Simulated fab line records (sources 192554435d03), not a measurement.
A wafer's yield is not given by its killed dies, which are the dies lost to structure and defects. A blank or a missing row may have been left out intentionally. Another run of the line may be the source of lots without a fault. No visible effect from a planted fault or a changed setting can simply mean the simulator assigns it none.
Problem report, 8D (eight disciplines) form, completed by code | flow n5Finfet | the parts of the form that need people (team, actions taken, sign-off) are left out

1. THE PROBLEM
Wafers without a fault read 391.4 W, standard deviation 1.5; rfFwdPowerW at N5_FIN_CUT_CUT_ETCH_26 reads a mean of 297.4 W on 2 wafers belonging to 2 lots. Measured from the usual mean, that is -63 standard deviations.
The step: etches SiNx in CH3F/O2, target depth 39 nm, time 55.7 s.
The first sign was on wafer L396.6 at day 3 10:41, on rieDiel-06. Wafers with a number at this step in the record: 24, from 8 lots. Rule for "out", or "out of limits": more than 4 standard deviations from the usual mean. Any other wafer with a number is counted as sound.

2. WHAT IT IS AND WHAT IT IS NOT
question                    | is                  | is not
which readings at this step | rfFwdPowerW, rfVppV | biasW, chamberPressureMTorr, drypumpMotorCurrentA, oesProductAu, showerheadPlenumPTorr, throttleValvePct
which lots                  | L396, L399          | L391, L403, L405, L407, L409, L410
which wafers of those lots  | L396.6, L399.4      | L396.2, L396.3, L399.1, L399.5
read on which tools         | rieDiel-06          | rieDiel-02, rieDiel-04
when                        | from day 3 10:41    | up to then (5 sound wafers); but 17 sound wafers of L399, L403, L405, L407, L409, L410 came after

3. SUSPECTS, AND WHAT RULES EACH OUT
Counting: any tool at a process step up to the reading remains a suspect provided it ran every lot that is out. Sound lots after the first of them don't rule it out here, since some wafers of a struck lot are sound.
- rieSi-03 at N5_FIN_SAQP_ETCH_64 (etches SiO2 in CF4, target depth 1.5 nm): kept. It ran every lot that is out, first L396 (day 3 09:33).
- rieDiel-06 at N5_FIN_CUT_ETCH_30 (etches underlayer in N2/H2, target depth 13 nm, time 10.4 s): kept. It ran every lot that is out, first L396 (day 3 10:17).
- rieDiel-06 at N5_FIN_CUT_ETCH_21 (etches SOC in N2/H2, target depth 219 nm, overetch 43.8 nm, time 523.5 s): kept. It ran every lot that is out, first L396 (day 3 10:20).
- rieDiel-06 at N5_FIN_CUT_CUT_ETCH_26 (etches SiNx in CH3F/O2, target depth 39 nm, time 55.7 s): kept. It ran every lot that is out, first L396 (day 3 10:41). Out on those wafers are its own readings of rfFwdPowerW, rfVppV.
- Within rieDiel-06 at N5_FIN_CUT_ETCH_30: the wafers that are out ran in chamber 2; their sound lot-mates ran in chambers 0, 1, 3.
- Within rieDiel-06 at N5_FIN_CUT_ETCH_21: the wafers that are out ran in chamber 2; their sound lot-mates ran in chambers 0, 1, 3.
- Within rieDiel-06 at N5_FIN_CUT_CUT_ETCH_26: the wafers that are out ran in chamber 2; their sound lot-mates ran in chambers 0, 1, 3.
Left after counting: rieSi-03 at N5_FIN_SAQP_ETCH_64, rieDiel-06 at N5_FIN_CUT_ETCH_30, rieDiel-06 at N5_FIN_CUT_ETCH_21, rieDiel-06 at N5_FIN_CUT_CUT_ETCH_26.

4. THE CAUSE (what the simulator had put in)
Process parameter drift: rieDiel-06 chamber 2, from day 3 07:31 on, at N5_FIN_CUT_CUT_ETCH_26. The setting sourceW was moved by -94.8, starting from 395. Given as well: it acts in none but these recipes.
Counting left 4 suspects, and this tool is among them.

5. THE EFFECT CHAIN, in route order
Each row: a reading whose mean over the struck wafers that have a number lies more than 3 standard deviations from the usual. Readings are gone through only where the record gives a usual standard deviation; hours: the median, over the lots, of the time from a lot's start at the first step in this table giving one to that lot's start at this step; sigmas: the change measured in usual standard deviations.
hours | step                   | reading     | usual   | on struck wafers | change | sigmas
0     | N5_FIN_CUT_CUT_ETCH_26 | rfFwdPowerW | 391.4 W | 297.4            | -94.0  | -63
0     | N5_FIN_CUT_CUT_ETCH_26 | rfVppV      | 303 V   | 344              | +42    | +4.9
Process steps it contains:
- N5_FIN_CUT_CUT_ETCH_26: etches SiNx in CH3F/O2, target depth 39 nm, time 55.7 s.
Later steps that measure or inspect, where all struck wafers having a row at the step show a number for every such reading and not one has moved that far: N5_BEOL_M4_RC_MEAS_101.

6. HOW IT WOULD HAVE BEEN CAUGHT EARLIER
In this record the first reading out of limits was taken at day 3 10:41, 3 hours after the fault began at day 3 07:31.
